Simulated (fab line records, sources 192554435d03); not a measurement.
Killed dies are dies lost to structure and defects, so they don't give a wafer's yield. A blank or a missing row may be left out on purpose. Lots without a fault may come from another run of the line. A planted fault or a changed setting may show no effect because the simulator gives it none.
Which tool did it? | flow n5_finfet | 11 lots, 32 wafers sampled, at 5 steps of a route of 1938

WHAT THE GAUGES READ, wafer by wafer
N5_BEOL_M4_RC_MEAS_101. Usual: DIBL_N 37.2 mV/V, standard deviation 1.8; DIBL_P 37.5 mV/V, standard deviation 2.5; IOFF_N 0.17 nA/um, standard deviation 0.038; IOFF_P 0.24 nA/um, standard deviation 0.046; ION_N 681 uA/um, standard deviation 13; ION_P 469 uA/um, standard deviation 8.5; SS_N 71.7 mV/dec, standard deviation 0.6; SS_P 73.6 mV/dec, standard deviation 0.69; VT_N 249 mV, standard deviation 3.4; VT_P -248 mV, standard deviation 3.6.
lot  | measured     | on        | DIBL_N (mV/V)  | DIBL_P (mV/V)  | IOFF_N (nA/um) | IOFF_P (nA/um) | ION_N (uA/um) | ION_P (uA/um) | SS_N (mV/dec)  | SS_P (mV/dec)  | VT_N (mV)   | VT_P (mV)      | flag
L517 | day 7 19:19  | prober-01 | 37.7 37.1 34.6 | 36.6 35.3 33.2 | 0.20 0.16 0.14 | 0.28 0.25 0.22 | 690 673 667   | 478 466 463   | 72.4 71.7 70.9 | 73.8 73.3 72.3 | 248 251 252 | -245 -246 -245 |
L522 | day 9 13:37  | prober-01 | 40.1 33.7      | 41.0 32.9      | 0.24 0.11      | 0.39 0.21      | 707 665       | 491 469       | 72.4 70.6      | 75.2 73.3      | 242 255     | -239 -247      |
L524 | day 9 15:11  | prober-01 | 36.2 39.7 35.6 | 34.9 37.8 34.2 | 0.14 0.18 0.13 | 0.18 0.23 0.18 | 685 669 669   | 470 459 460   | 70.5 71.6 71.5 | 73.3 73.9 73.2 | 251 249 250 | -253 -250 -253 |
L523 | day 9 16:40  | prober-01 | 39.1 37.0 39.6 | 38.5 35.3 40.7 | 0.22 0.15 0.25 | 0.26 0.20 0.31 | 691 679 717   | 472 460 486   | 72.0 71.6 71.7 | 73.5 73.3 74.1 | 243 249 241 | -247 -252 -246 |
L525 | day 9 19:54  | prober-02 | 37.2 35.4 34.3 | 37.6 34.7 33.6 | 0.18 0.14 0.12 | 0.25 0.20 0.18 | 678 667 666   | 470 464 461   | 72.1 71.1 70.8 | 73.8 73.0 72.5 | 247 252 252 | -246 -251 -249 |
L532 | day 11 22:26 | prober-02 | 37.3 37.1 37.8 | 37.5 37.0 38.7 | 0.16 0.16 0.17 | 0.25 0.24 0.27 | 684 678 687   | 475 473 477   | 71.5 71.6 72.3 | 72.4 73.1 73.7 | 250 251 249 | -246 -248 -244 |
L534 | day 12 05:27 | prober-01 | 34.8 34.9 36.9 | 36.4 35.9 38.6 | 0.14 0.14 0.18 | 0.19 0.19 0.25 | 661 652 671   | 455 452 465   | 71.1 71.2 71.7 | 73.7 73.2 73.7 | 252 251 250 | -253 -251 -248 |
L535 | day 12 23:43 | prober-02 | 35.5 35.7 39.6 | 36.0 36.7 41.4 | 0.13 0.14 0.23 | 0.16 0.18 0.26 | 670 675 691   | 450 457 468   | 71.8 71.1 71.7 | 72.4 73.8 74.1 | 250 252 244 | -257 -254 -249 |
L536 | day 12 23:25 | prober-01 | 38.9 35.8 42.4 | 39.5 36.2 43.9 | 0.22 0.16 0.31 | 0.26 0.19 0.34 | 695 689 697   | 470 469 474   | 71.4 71.1 73.4 | 74.0 73.5 75.2 | 245 249 241 | -247 -251 -245 |
L539 | day 13 07:25 | prober-01 | 36.3 38.2 33.9 | 36.7 38.6 33.7 | 0.16 0.20 0.13 | 0.23 0.26 0.19 | 683 699 671   | 468 476 461   | 71.2 72.2 71.0 | 73.2 73.8 73.2 | 248 248 252 | -248 -248 -251 |
L540 | day 13 10:23 | prober-02 | 36.8 37.9 37.2 | 36.5 38.9 37.1 | 0.16 0.18 0.15 | 0.23 0.25 0.23 | 674 683 671   | 467 465 462   | 72.0 71.8 72.8 | 72.8 73.7 73.4 | 250 247 253 | -247 -248 -248 |

WHICH TOOL RAN EACH LOT (tool, then ch and the chambers of the sampled wafers, then the start)
lot  | N5_BEOL_M2_SURFACE_TREAT_85  | N5_BEOL_M2_ANNEAL_49         | N5_BEOL_M2_SPUTTER_86        | N5_BEOL_M2_SPUTTER_88
L517 | pvd_sputter-03, day 6 20:21  | pvd_sputter-02, day 6 20:39  | pvd_sputter-02, day 6 21:14  | pvd_sputter-02, day 6 21:27
L522 | pvd_sputter-01, day 8 12:18  | pvd_sputter-01, day 8 12:41  | pvd_sputter-01, day 8 13:19  | pvd_sputter-01, day 8 13:34
L524 | pvd_sputter-02, day 8 17:12  | pvd_sputter-03, day 8 17:34  | pvd_sputter-03, day 8 18:09  | pvd_sputter-03, day 8 18:22
L523 | pvd_sputter-02, day 8 18:13  | pvd_sputter-01, day 8 18:32  | pvd_sputter-01, day 8 19:10  | pvd_sputter-01, day 8 19:24
L525 | pvd_sputter-03, day 8 22:19  | pvd_sputter-03, day 8 22:40  | pvd_sputter-03, day 8 23:15  | pvd_sputter-03, day 8 23:28
L532 | pvd_sputter-03, day 10 12:14 | pvd_sputter-01, day 10 13:47 | pvd_sputter-01, day 10 14:22 | pvd_sputter-01, day 10 14:35
L534 | pvd_sputter-03, day 11 03:47 | pvd_sputter-03, day 11 04:05 | pvd_sputter-03, day 11 04:40 | pvd_sputter-03, day 11 04:53
L535 | pvd_sputter-02, day 11 11:07 | pvd_sputter-03, day 11 13:10 | pvd_sputter-03, day 11 13:44 | pvd_sputter-03, day 11 17:35
L536 | pvd_sputter-01, day 11 14:04 | pvd_sputter-02, day 11 16:15 | pvd_sputter-02, day 11 16:50 | pvd_sputter-02, day 11 17:03
L539 | pvd_sputter-03, day 12 02:33 | pvd_sputter-01, day 12 03:14 | pvd_sputter-01, day 12 03:49 | pvd_sputter-01, day 12 04:02
L540 | pvd_sputter-01, day 12 11:46 | pvd_sputter-02, day 12 12:13 | pvd_sputter-02, day 12 12:47 | pvd_sputter-02, day 12 13:01
- N5_BEOL_M2_SURFACE_TREAT_85
- N5_BEOL_M2_ANNEAL_49: time 240 s.
- N5_BEOL_M2_SPUTTER_86: material Cu, target thk 4.5 nm, time 8.29 s.
- N5_BEOL_M2_SPUTTER_88: material Cu, target thk 4.5 nm, time 8.29 s.

WHAT THE TOOLS THEMSELVES READ (means of the sampled wafers that have a number; where no wafer has one, the mark that the record gives instead)
N5_BEOL_M2_ANNEAL_49. Usual: heater_power_w 845 W, standard deviation 81.
lot  | tool           | heater_power_w (W) | flag
L517 | pvd_sputter-02 | 876                |
L522 | pvd_sputter-01 | 834                |
L524 | pvd_sputter-03 | 769                |
L523 | pvd_sputter-01 | 838                |
L525 | pvd_sputter-03 | 779                |
L532 | pvd_sputter-01 | 848                |
L534 | pvd_sputter-03 | 865                |
L535 | pvd_sputter-03 | 873                |
L536 | pvd_sputter-02 | 844                |
L539 | pvd_sputter-01 | 823                |
L540 | pvd_sputter-02 | 834                |

N5_BEOL_M2_SPUTTER_86. Usual: chamber_pressure_pa 0.07001 Pa, standard deviation 0.00015; chuck_gas_flow_sccm 1.26 sccm, standard deviation 0.046; throttle_valve_pct 30.3 %, standard deviation 1.2.
lot  | tool           | chamber_pressure_pa (Pa) | chuck_gas_flow_sccm (sccm) | throttle_valve_pct (%) | flag
L517 | pvd_sputter-02 | 0.07003                  | 1.27                       | 28.8                   |
L522 | pvd_sputter-01 | 0.07003                  | 1.23                       | 31.8                   |
L524 | pvd_sputter-03 | 0.06993                  | 1.29                       | 29.9                   |
L523 | pvd_sputter-01 | 0.07001                  | 1.23                       | 31.5                   |
L525 | pvd_sputter-03 | 0.06998                  | 1.27                       | 30.0                   |
L532 | pvd_sputter-01 | 0.07008                  | 1.26                       | 31.5                   |
L534 | pvd_sputter-03 | 0.07007                  | 1.28                       | 30.2                   |
L535 | pvd_sputter-03 | 0.06988                  | 1.25                       | 30.3                   |
L536 | pvd_sputter-02 | 0.07007                  | 1.28                       | 29.1                   |
L539 | pvd_sputter-01 | 0.07008                  | 1.26                       | 31.3                   |
L540 | pvd_sputter-02 | 0.07010                  | 1.29                       | 29.6                   |

N5_BEOL_M2_SPUTTER_88. Usual: chamber_pressure_pa 0.07001 Pa, standard deviation 0.00015; chuck_gas_flow_sccm 1.26 sccm, standard deviation 0.047; throttle_valve_pct 30.3 %, standard deviation 1.2.
lot  | tool           | chamber_pressure_pa (Pa) | chuck_gas_flow_sccm (sccm) | throttle_valve_pct (%) | flag
L517 | pvd_sputter-02 | 0.06991                  | 1.27                       | 28.9                   |
L522 | pvd_sputter-01 | 0.06998                  | 1.24                       | 31.8                   |
L524 | pvd_sputter-03 | 0.07001                  | 1.30                       | 29.9                   |
L523 | pvd_sputter-01 | 0.07006                  | 1.30                       | 31.7                   |
L525 | pvd_sputter-03 | 0.06987                  | 1.29                       | 30.0                   |
L532 | pvd_sputter-01 | 0.07006                  | 1.29                       | 31.3                   |
L534 | pvd_sputter-03 | -                        | -                          | -                      | OFF
L535 | pvd_sputter-03 | -                        | -                          | -                      | OFF
L536 | pvd_sputter-02 | -                        | -                          | -                      | OFF
L539 | pvd_sputter-01 | 0.07008                  | 1.21                       | 31.3                   |
L540 | pvd_sputter-02 | 0.07009                  | 1.26                       | 29.6                   |

THE ANSWER, worked out from the rows above alone
Rule: a lot is off if the mean of its wafers that have a number lies more than 3 standard deviations from the usual mean. A lot without any number at a reading at which 4 lots or more have one is off too. The other lots that the step has rows for count as sound. The gauges are gone through in route order, then the tools' own readings, and for those a lot's mean is taken as printed above. The first step at which some lot is off is used, and at that step the reading that is off furthest; a lot without a number counts as furthest.
Off: L534, L535, L536, at N5_BEOL_M2_SPUTTER_88 (chamber_pressure_pa). Without a number there: L534, L535, L536.
A tool fits if, at that step or a process step before it, it ran every lot that is off, and no sound lot after the first of them. None of those tried fits.

WHAT THE SIMULATOR HAD PUT IN
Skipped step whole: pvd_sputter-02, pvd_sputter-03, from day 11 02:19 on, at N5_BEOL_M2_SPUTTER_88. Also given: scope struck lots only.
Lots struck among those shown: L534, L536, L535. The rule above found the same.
